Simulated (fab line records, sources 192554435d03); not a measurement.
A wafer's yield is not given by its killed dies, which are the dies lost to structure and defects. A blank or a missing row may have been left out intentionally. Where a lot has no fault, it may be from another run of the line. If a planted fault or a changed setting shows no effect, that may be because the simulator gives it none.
The tool behind it: which one? | flow n5 finfet | 29 wafers from 10 lots sampled at 4 of the route's 1938 steps

WHAT EACH GAUGE READ, for each wafer
The record lacks any reading of a measuring or inspecting step that a usual standard deviation could be used to judge.

WHAT TOOL EACH LOT RAN ON (gives the tool, then ch and the chambers of the sampled wafers, and finally the start)
lot  | N5_BEOL_M5_PECVD_70             | N5_BEOL_M5_ETCH_61                 | N5_BEOL_M5_COAT_74                | N5_BEOL_M5_DESCUM_33
L954 | pecvd-03 ch 0,2, day 9 07:51    | rie diel-02 ch 0,2,3, day 9 09:18  | litho track-05 ch 0, day 9 12:07  | rie diel-02 ch 0,2,3, day 9 12:33
L955 | pecvd-04 ch 0,2, day 9 22:29    | rie diel-06 ch 1,2, day 10 00:13   | litho track-02 ch 0, day 10 01:22 | rie diel-06 ch 0,3, day 10 01:56
L956 | pecvd-01 ch 0,1, day 10 02:23   | rie diel-02 ch 0,3, day 10 03:16   | litho track-02 ch 0, day 10 03:46 | rie diel-04 ch 1,2, day 10 04:10
L960 | pecvd-03 ch 0,1, day 11 04:05   | rie diel-04 ch 0,1,3, day 11 05:58 | litho track-02 ch 0, day 11 06:23 | rie diel-02 ch 0,1,2, day 11 06:47
L959 | pecvd-01 ch 1,2, day 11 09:16   | rie diel-06 ch 1,2,3, day 11 11:04 | litho track-02 ch 0, day 11 12:14 | rie diel-02 ch 1,2, day 11 12:46
L962 | pecvd-04 ch 0,1, day 11 17:35   | rie diel-04 ch 1,3, day 11 18:47   | litho track-02 ch 0, day 11 19:51 | rie diel-02 ch 1,2, day 11 20:15
L963 | pecvd-01 ch 0,1,2, day 11 22:28 | rie diel-04 ch 1,3, day 11 23:29   | litho track-02 ch 0, day 12 01:19 | rie diel-06 ch 1,3, day 12 01:52
L964 | pecvd-01 ch 0,1, day 12 03:20   | rie diel-06 ch 2,3, day 12 05:21   | litho track-02 ch 0, day 12 05:56 | rie diel-02 ch 0,1, day 12 06:28
L965 | pecvd-03 ch 0,1,2, day 12 18:19 | rie diel-06 ch 1,3, day 12 19:40   | litho track-05 ch 0, day 12 21:39 | rie diel-04 ch 2,3, day 12 22:23
L968 | pecvd-01 ch 1,2, day 13 08:56   | rie diel-02 ch 1,2, day 13 10:22   | litho track-03 ch 0, day 13 10:53 | rie diel-02 ch 0,1,2, day 13 11:24
- N5_BEOL_M5_PECVD_70: deposits SiO2 from TEOS/O2, target thk 16 nm, time 18 s.
- N5_BEOL_M5_ETCH_61: etches SiARC in CF4, target depth 15.6 nm, time 26 s.
- N5_BEOL_M5_COAT_74: time 60 s, resist thk 5 nm.
- N5_BEOL_M5_DESCUM_33: chemistry O2, time 7 s.

AS READ BY THE TOOLS THEMSELVES (means over the sampled wafers that have a number; for cases with no such wafer, the mark the record gives instead)
N5_BEOL_M5_PECVD_70.
lot  | tool     | heater power outer w (W) | heater power w (W) | showerhead plenum p Torr (Torr) | showerhead vpp V (V) | throttle valve pct (%)
L954 | pecvd-03 | 431                      | 724                | 8.79                            | 1351                 | 21.5
L955 | pecvd-04 | 484                      | 802                | 8.77                            | 1290                 | 21.9
L956 | pecvd-01 | 410                      | 701                | 8.69                            | 1319                 | 22.8
L960 | pecvd-03 | 440                      | 734                | 8.77                            | 1399                 | 21.9
L959 | pecvd-01 | 371                      | 637                | 8.63                            | 1329                 | 23.9
L962 | pecvd-04 | 400                      | 673                | 8.82                            | 1296                 | 22.7
L963 | pecvd-01 | 427                      | 720                | 8.68                            | 1290                 | 22.9
L964 | pecvd-01 | 450                      | 745                | 8.68                            | 1302                 | 22.8
L965 | pecvd-03 | 419                      | 722                | 8.79                            | 1317                 | 21.3
L968 | pecvd-01 | 378                      | 662                | 8.68                            | 1280                 | 23.0

N5_BEOL_M5_ETCH_61.
lot  | tool        | drypump motor current A (A) | etch rf on time s (s) | oes product au (a.u.) | rf vpp V (V) | showerhead plenum p Torr (Torr) | throttle valve pct (%)
L954 | rie diel-02 | 5.8                         | 25.9                  | 0.68                  | 184.6        | 2.19                            | 15.66
L955 | rie diel-06 | 6.1                         | 26.1                  | 0.71                  | 184.4        | 2.17                            | 15.33
L956 | rie diel-02 | 5.6                         | 25.8                  | 0.68                  | 184.4        | 2.26                            | 15.46
L960 | rie diel-04 | 5.7                         | 26.0                  | 0.69                  | 184.4        | 2.13                            | 15.56
L959 | rie diel-06 | 5.9                         | 26.2                  | 0.68                  | 184.8        | 2.17                            | 15.43
L962 | rie diel-04 | 5.7                         | 26.3                  | 0.63                  | 184.4        | 2.14                            | 15.75
L963 | rie diel-04 | 5.7                         | 26.1                  | 0.64                  | 184.6        | 2.14                            | 15.75
L964 | rie diel-06 | 5.7                         | 26.6                  | 0.64                  | 185.5        | 2.21                            | 15.52
L965 | rie diel-06 | 5.8                         | 26.2                  | 0.65                  | 184.4        | 2.15                            | 15.50
L968 | rie diel-02 | 5.9                         | 26.0                  | 0.70                  | 185.0        | 2.18                            | 15.54

N5_BEOL_M5_COAT_74.
lot  | tool           | exhaust pa (Pa) | heater power total W (W) | plate temp C (C)
L954 | litho track-05 | 44.5            | 391.1                    | 204.94
L955 | litho track-02 | 44.6            | 391.5                    | 205.32
L956 | litho track-02 | 45.7            | 391.8                    | 204.86
L960 | litho track-02 | 46.3            | 393.0                    | 205.04
L959 | litho track-02 | 45.5            | 392.8                    | 204.84
L962 | litho track-02 | 44.7            | 422.9                    | 217.57
L963 | litho track-02 | 45.0            | 422.8                    | 217.60
L964 | litho track-02 | 44.3            | 421.1                    | 217.59
L965 | litho track-05 | 45.5            | 390.8                    | 205.09
L968 | litho track-03 | 45.1            | 392.7                    | 204.92

N5_BEOL_M5_DESCUM_33.
lot  | tool        | bias power w (W) | drypump motor current A (A) | oes product au (a.u.) | rf vpp V (V) | showerhead plenum p Torr (Torr) | throttle valve pct (%)
L954 | rie diel-02 | 20.05            | 5.8                         | 0.79                  | 243.9        | 2.15                            | 20.58
L955 | rie diel-06 | 20.04            | 5.5                         | 0.72                  | 242.7        | 2.09                            | 20.55
L956 | rie diel-04 | 20.08            | 5.5                         | 0.74                  | 241.6        | 2.04                            | 20.41
L960 | rie diel-02 | 19.98            | 5.8                         | 0.79                  | 244.9        | 2.16                            | 20.70
L959 | rie diel-02 | 20.00            | 5.9                         | 0.83                  | 243.5        | 2.17                            | 20.52
L962 | rie diel-02 | 19.97            | 6.2                         | 0.80                  | 243.4        | 2.09                            | 20.72
L963 | rie diel-06 | 19.98            | 5.8                         | 0.76                  | 242.8        | 2.12                            | 20.30
L964 | rie diel-02 | 19.98            | 5.3                         | 0.78                  | 244.6        | 2.21                            | 20.69
L965 | rie diel-04 | 20.05            | 5.8                         | 0.82                  | 243.3        | 2.08                            | 20.54
L968 | rie diel-02 | 19.96            | 5.7                         | 0.78                  | 243.5        | 2.15                            | 20.74

THE ANSWER, worked out from the rows above alone
Rule: the lots themselves supply what counts as usual. The widest of any qualifying gaps counts: lots, ordered by their means at a reading, are off when they make up no more than a third of the lots, leave a main group of 4 or more, and stand apart from it by 3 or more times the standard deviation of that group's means. The tables above print the reading to a certain number of digits; a main group whose means all agree to those digits is not used. A lot without any number at a reading at which 4 lots or more have one is off too. Where the step has rows for the other lots, those lots are counted as sound. First the gauges in route order, then the tools' own readings, where a lot's mean is used as printed above. At the first step where some lot is off, the reading lying furthest off is the one used; lots without a number count as furthest.
Off, at N5_BEOL_M5_COAT_74 on plate temp C: L962, L963, L964. The main group has a mean of 205.00 C with a standard deviation of 0.15.
A tool fits if, at that step or a process step before it, it ran every lot that is off, and no sound lot after the first of them. One candidate fits, namely litho track-02 at N5_BEOL_M5_COAT_74. Its last sound lot is L959 (day 11 12:14), its first lot that is off L962 (day 11 19:51): a fault that began between those two fits.
The tool's own readings at N5_BEOL_M5_COAT_74 bear it out: on the lots that are off they differ by more than 5 times the standard deviation of the sound lots' means. heater power total W reads 422.3 W there against 392.0 W on the sound lots; plate temp C reads 217.59 C there against 205.00 C on the sound lots.

WHAT HAD BEEN PUT IN BY THE SIMULATOR
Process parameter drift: litho track-02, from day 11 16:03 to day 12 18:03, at N5_BEOL_M5_COAT_74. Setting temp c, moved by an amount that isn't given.
Lots struck among those shown: L962, L963, L964. Same finding as the rule above.
